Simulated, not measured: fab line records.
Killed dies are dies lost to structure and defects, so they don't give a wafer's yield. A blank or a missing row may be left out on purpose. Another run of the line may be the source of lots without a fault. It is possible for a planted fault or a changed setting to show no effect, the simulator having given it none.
Which of the tools did it?	flow nandHarc	Sampling: 24 lots, 72 wafers, 4 of 1302 route steps

== WHAT THE GAUGES SHOWED, per wafer ==
NHARC_P_CONTACT_INSPECT_27.
lot	measured	on	rawDefectCount
L074	day 5 19:44	defectInspect-02	167 123 218
L075	day 6 11:25	defectInspect-02	222 235 320
L076	day 6 14:37	defectInspect-02	127 181 164
L077	day 7 06:35	defectInspect-02	295 276 233
L078	day 7 15:04	defectInspect-01	338 197 174
L079	day 8 01:17	defectInspect-02	107 363 244
L080	day 8 15:56	defectInspect-01	322 230 427
L081	day 9 06:18	defectInspect-01	333 294 405
L082	day 9 09:47	defectInspect-01	181 214 127
L083	day 10 00:20	defectInspect-01	336 440 344
L085	day 10 14:59	defectInspect-02	334 302 207
L084	day 10 15:22	defectInspect-01	163 193 402
L086	day 11 01:45	defectInspect-02	715 582 728
L088	day 11 22:50	defectInspect-02	578 439 440
L087	day 11 23:58	defectInspect-01	162 296 352
L089	day 12 11:07	defectInspect-02	147 252 157
L090	day 12 18:05	defectInspect-02	238 281 237
L091	day 13 05:07	defectInspect-02	344 450 307
L092	day 13 16:21	defectInspect-02	184 311 350
L093	day 13 17:03	defectInspect-01	476 414 308
L094	day 14 03:16	defectInspect-01	253 285 506
L095	day 14 15:41	defectInspect-01	281 336 458
L096	day 15 07:28	defectInspect-01	426 310 532
L097	day 15 15:23	defectInspect-02	456 377 192

== EACH LOT AND THE TOOL THAT RAN IT (in order: tool; ch and the chambers of the sampled wafers; start) ==
lot	NHARC_P_GATE_DEGAS_109	NHARC_P_CONTACT_DEP_00	NHARC_P_CONTACT_DESCUM_17
L074	pvdSputter-03, day 5 13:49	pecvd-01 ch 0,1,2, day 5 16:34 or earlier	rieDiel-13 ch 1,2,3, day 5 16:34
L075	pvdSputter-03, day 6 05:20	pecvd-01 ch 0,2, day 6 06:42	rieDiel-02 ch 0,3, day 6 08:20
L076	pvdSputter-02, day 6 08:53	pecvd-03 ch 0,1,2, day 6 11:32 or earlier	rieDiel-13 ch 0,2, day 6 11:32
L077	pvdSputter-02, day 7 00:32	pecvd-01 ch 0,2, day 7 03:30 or earlier	rieDiel-13 ch 0,2,3, day 7 03:30
L078	pvdSputter-01, day 7 09:23	pecvd-02 ch 1,2, day 7 12:00 or earlier	rieDiel-03 ch 1,2, day 7 12:00
L079	pvdSputter-01, day 7 19:23	pecvd-02 ch 0,2, day 7 22:07 or earlier	rieDiel-03 ch 0,3, day 7 22:07
L080	pvdSputter-02, day 8 09:50	pecvd-02 ch 0,1,2, day 8 12:53 or earlier	rieDiel-13 ch 0,2,3, day 8 12:53
L081	pvdSputter-02, day 9 00:29	pecvd-01 ch 0,1,2, day 9 03:13 or earlier	rieDiel-03 ch 0,2, day 9 03:13
L082	pvdSputter-03, day 9 03:08	pecvd-01 ch 0,1, day 9 06:43 or earlier	rieDiel-02 ch 0,1,3, day 9 06:43
L083	pvdSputter-03, day 9 18:36	pecvd-03 ch 0,2, day 9 21:15 or earlier	rieDiel-02 ch 0,3, day 9 21:15
L085	pvdSputter-03, day 10 09:09	pecvd-01 ch 0,1,2, day 10 11:55 or earlier	rieDiel-03 ch 1,2,3, day 10 11:55
L084	pvdSputter-02, day 10 09:32	pecvd-02 ch 0,1,2, day 10 12:17 or earlier	rieDiel-13 ch 0,2, day 10 12:17
L086	pvdSputter-03, day 10 19:52	pecvd-03 ch 1,2, day 10 22:40 or earlier	rieDiel-02 ch 2,3, day 10 22:40
L088	pvdSputter-01, day 11 16:45	pecvd-01 ch 0,2, day 11 18:23	rieDiel-02 ch 2,3, day 11 19:46
L087	pvdSputter-02, day 11 18:06	pecvd-03 ch 1,2, day 11 20:50 or earlier	rieDiel-03 ch 0,1, day 11 20:50
L089	pvdSputter-02, day 12 05:17	pecvd-03 ch 0,2, day 12 08:02 or earlier	rieDiel-03 ch 0,2,3, day 12 08:02
L090	pvdSputter-02, day 12 12:15	pecvd-01 ch 0,2, day 12 15:00 or earlier	rieDiel-02 ch 0,1, day 12 15:00
L091	pvdSputter-01, day 12 22:48	pecvd-01 ch 1,2, day 13 00:33	rieDiel-02 ch 1,2,3, day 13 02:03
L092	pvdSputter-02, day 13 10:30	pecvd-02 ch 0,1,2, day 13 13:16 or earlier	rieDiel-02 ch 0,1,3, day 13 13:16
L093	pvdSputter-02, day 13 11:20	pecvd-03 ch 0,1,2, day 13 13:58 or earlier	rieDiel-13 ch 0,2,3, day 13 13:58
L094	pvdSputter-01, day 13 21:23	pecvd-02 ch 1,2, day 14 00:01 or earlier	rieDiel-13 ch 0,1, day 14 00:01
L095	pvdSputter-01, day 14 09:59	pecvd-02 ch 0,2, day 14 12:35 or earlier	rieDiel-02 ch 1,2, day 14 12:35
L096	pvdSputter-03, day 15 01:45	pecvd-01 ch 0,1,2, day 15 04:23 or earlier	rieDiel-13 ch 0,1,3, day 15 04:23
L097	pvdSputter-03, day 15 09:31	pecvd-01 ch 0,1,2, day 15 12:19 or earlier	rieDiel-03 ch 0,1,3, day 15 12:19
- NHARC_P_GATE_DEGAS_109: time 60 s.
- NHARC_P_CONTACT_DEP_00: deposits SiO2, target thk 500 nm.
- NHARC_P_CONTACT_DESCUM_17: chemistry O2, time 3 s.

== AS READ BY THE TOOLS THEMSELVES (means over the sampled wafers that have a number; for cases with no such wafer, the mark the record gives instead) ==
NHARC_P_GATE_DEGAS_109.
lot	tool	heaterPowerW (W)
L074	pvdSputter-03	482
L075	pvdSputter-03	472
L076	pvdSputter-02	451
L077	pvdSputter-02	451
L078	pvdSputter-01	481
L079	pvdSputter-01	452
L080	pvdSputter-02	423
L081	pvdSputter-02	420
L082	pvdSputter-03	446
L083	pvdSputter-03	471
L085	pvdSputter-03	456
L084	pvdSputter-02	419
L086	pvdSputter-03	463
L088	pvdSputter-01	509
L087	pvdSputter-02	431
L089	pvdSputter-02	452
L090	pvdSputter-02	435
L091	pvdSputter-01	507
L092	pvdSputter-02	426
L093	pvdSputter-02	421
L094	pvdSputter-01	475
L095	pvdSputter-01	503
L096	pvdSputter-03	456
L097	pvdSputter-03	460

NHARC_P_CONTACT_DEP_00.
lot	tool	heaterPowerW (W)	throttleValvePct (%)
L074	pecvd-01	636	16.1
L075	pecvd-01	729	16.5
L076	pecvd-03	567	15.7
L077	pecvd-01	715	15.8
L078	pecvd-02	467	14.9
L079	pecvd-02	380	15.1
L080	pecvd-02	515	15.1
L081	pecvd-01	705	15.7
L082	pecvd-01	718	15.7
L083	pecvd-03	610	15.2
L085	pecvd-01	697	15.8
L084	pecvd-02	545	15.3
L086	pecvd-03	590	15.2
L088	pecvd-01	689	15.9
L087	pecvd-03	628	15.4
L089	pecvd-03	641	15.2
L090	pecvd-01	745	15.9
L091	pecvd-01	627	16.0
L092	pecvd-02	546	15.3
L093	pecvd-03	644	15.5
L094	pecvd-02	561	15.1
L095	pecvd-02	398	15.3
L096	pecvd-01	653	16.2
L097	pecvd-01	656	16.2

NHARC_P_CONTACT_DESCUM_17.
lot	tool	drypumpMotorCurrentA (A)	oesProductAu (a.u.)	rfVppV (V)	showerheadPlenumPTorr (Torr)	throttleValvePct (%)
L074	rieDiel-13	6.1	1.007	57.6	1.90	11.309
L075	rieDiel-02	5.6	1.006	57.8	1.96	11.305
L076	rieDiel-13	5.7	1.007	57.1	1.86	11.299
L077	rieDiel-13	6.0	1.003	58.2	1.89	11.312
L078	rieDiel-03	5.1	1.018	57.0	1.79	11.321
L079	rieDiel-03	6.0	1.001	57.0	1.84	11.314
L080	rieDiel-13	6.0	0.996	57.6	1.89	11.311
L081	rieDiel-03	5.8	1.001	57.8	1.83	11.312
L082	rieDiel-02	5.7	1.005	56.7	1.91	11.312
L083	rieDiel-02	5.6	1.012	57.7	1.96	11.310
L085	rieDiel-03	5.3	0.999	58.1	1.81	11.310
L084	rieDiel-13	5.6	1.008	58.0	1.89	11.303
L086	rieDiel-02	5.5	0.993	57.3	1.88	11.305
L088	rieDiel-02	5.5	1.010	58.0	1.91	11.314
L087	rieDiel-03	5.9	0.997	56.9	1.82	11.320
L089	rieDiel-03	5.7	1.002	57.3	1.83	11.316
L090	rieDiel-02	5.8	1.005	57.4	1.86	11.307
L091	rieDiel-02	5.7	1.008	58.0	1.86	11.310
L092	rieDiel-02	5.7	1.008	58.3	1.91	11.322
L093	rieDiel-13	6.0	1.010	57.5	1.89	11.320
L094	rieDiel-13	5.7	1.014	58.2	1.93	11.326
L095	rieDiel-02	5.6	0.999	57.5	1.83	11.310
L096	rieDiel-13	6.0	1.017	57.2	1.93	11.313
L097	rieDiel-03	5.7	1.004	56.8	1.82	11.303

== THE ANSWER, worked out from the rows above alone ==
Rule: the lots themselves supply what counts as usual. Put in order of their means at a reading, lots are off if they are a third of the lots or fewer, leave a main group of 4 or more, and stand apart from it by a gap of 3 or more times the standard deviation of the main group's means; of several such gaps the widest counts. A main group is skipped when, at the precision printed for the reading in the tables above, its means are all equal. Also off: a lot with no number at a reading for which 4 or more lots have one. All remaining lots with rows at the step are treated as sound. After the gauges, taken in route order, come the tools' own readings; for these a lot's mean is taken, as printed above. The first step at which some lot is off is used, and at that step the reading that is off furthest; a lot without a number counts as furthest.
No lot is off at any reading shown: from this, nothing can be told.

== WHAT THE SIMULATOR HAD INSERTED ==
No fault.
